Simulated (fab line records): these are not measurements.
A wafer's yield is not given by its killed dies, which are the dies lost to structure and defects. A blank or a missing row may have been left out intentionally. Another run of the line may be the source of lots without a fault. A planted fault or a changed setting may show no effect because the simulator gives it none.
Struck lot and sound lot, side by side + flow nandHarc + 14 steps out of a route of 1159
Sound: these wafers, L717.1, L717.2, L717.3. Struck: wafers L724.3, L724.5 (left out: L724.1, a lot-mate that was not struck); the cause follows at the end.
Order at every step that has rows: each side's tool, ch and its chambers, its first start. Under that, the readings that differ: sound wafers + struck wafers + difference of the means + sigmas: that difference in standard deviations of wafers without a fault.
alike: readings with means less than 2 such deviations apart, plus words and numbers identical on both sides. not compared: withheld readings, readings lacking a value on some wafer, bounds such as >300 that could conceal the same value, and numbers that have no deviation in the record and whose values overlap.
A row with sigmas, a row that says differs or no value, or rows on one side alone: a step with any of these is where the two part. Numbers that have no deviation but don't overlap get no sigmas and don't part them. A reading that every wafer of one side lacks parts them only if that side has two wafers or more.

first, 2 steps without rows for these wafers: NHARC_A_WL_FILL_ANNEAL_08 (time 1800 s); NHARC_A_WL_FILL_ALD_10 (deposits SiO2, target thk 50 nm, pulse time 10 s, ald cycles 500).
NHARC_A_WL_FILL_ETCHBACK_16: etches the open film in C4F8/O2/Ar, target depth 88 nm, time 17.6 s.
  sound: rieDiel-03 ch 0,2,3; struck: rieDiel-10 ch 0,3
  alike: oesProductAu, rfVppV
  not compared: rfHoursCounterH
NHARC_A_WL_FILL_STRIP_29: strips in O2, time 20 s.
  sound on rieDiel-03 ch 1,2,3, day 16 09:42; struck on rieDiel-10 ch 3, day 19 15:08
| reading                      | sound          | struck    | difference | sigmas |
|------------------------------|----------------|-----------|------------|--------|
| showerheadPlenumPTorr (Torr) | 3.68 3.70 3.62 | 3.38 3.38 | -0.29      | -3     |
  alike: drypumpMotorCurrentA, oesProductAu, rfVppV, throttleValvePct
  not compared: rfHoursCounterH
NHARC_A_WL_FILL_ETCHBACK_17: etches the open film in Cl2/BCl3, target depth 4 nm, time 26.7 s.
  sound on rieMetal-02 ch 0,1, day 16 09:47; struck on rieMetal-01 ch 0,1, day 19 15:15
  alike: drypumpMotorCurrentA, oesProductAu
  not compared: rfHoursCounterH
then, 3 steps without rows for these wafers: NHARC_A_WL_FILL_PRECLEAN_18 (cleans in dHF, time 30 s); NHARC_A_WL_FILL_SRD_21; NHARC_A_WL_FILL_CVD_23 (deposits poly-Si, target thk 40 nm, time 800 s).
NHARC_A_WL_FILL_ETCHBACK_26: etches the open film in HBr, target depth 52 nm, time 13.3 s.
  sound on rieSi-03 ch 1,2,3, day 16 15:13; struck on rieSi-01 ch 2,3, day 19 20:11
  alike: drypumpMotorCurrentA, oesProductAu, throttleValvePct
  not compared: rfHoursCounterH
then, 2 steps without rows for these wafers: NHARC_A_WL_FILL_PRECLEAN_30 (cleans in dHF, time 10 s); NHARC_A_WL_FILL_SRD_14.
NHARC_A_WL_FILL_ALD_19: deposits TiN, target thk 2 nm, pulse time 3 s, ald cycles 100.
  sound on aldMetal-02 ch 0,1,2, day 16 15:29; struck on aldMetal-02 ch 0,2, day 19 20:27
| reading   | sound       | struck  | difference | sigmas |
|-----------|-------------|---------|------------|--------|
| aldCycles | 100 100 100 | 135 135 | +35        |        |
  alike: heaterPowerW, precursorPulseHeightRel
  not compared: sinceWetCleanH
NHARC_A_WL_FILL_CVD_20: deposits W, target thk 75 nm, time 5064 s.
  sound: cvdW-02 ch 0,1; struck: cvdW-01 ch 1
  alike: heaterPowerW, throttleValvePct
  not compared: sinceWetCleanH
-- record jumps: 4 days between struck wafers' starts before vs after; left off in module A_WL_FILL, resumes in module END, first step shown is number 1159 of the route --
NHARC_END_SORT_01:
  the record has rows for the struck wafers here (prober-02 ch 0, day 24 01:22) and none for the sound ones

WHERE THEY PART
Earliest at NHARC_A_WL_FILL_STRIP_29; latest, in this record, at NHARC_END_SORT_01.

WHY: whatever the simulator had introduced
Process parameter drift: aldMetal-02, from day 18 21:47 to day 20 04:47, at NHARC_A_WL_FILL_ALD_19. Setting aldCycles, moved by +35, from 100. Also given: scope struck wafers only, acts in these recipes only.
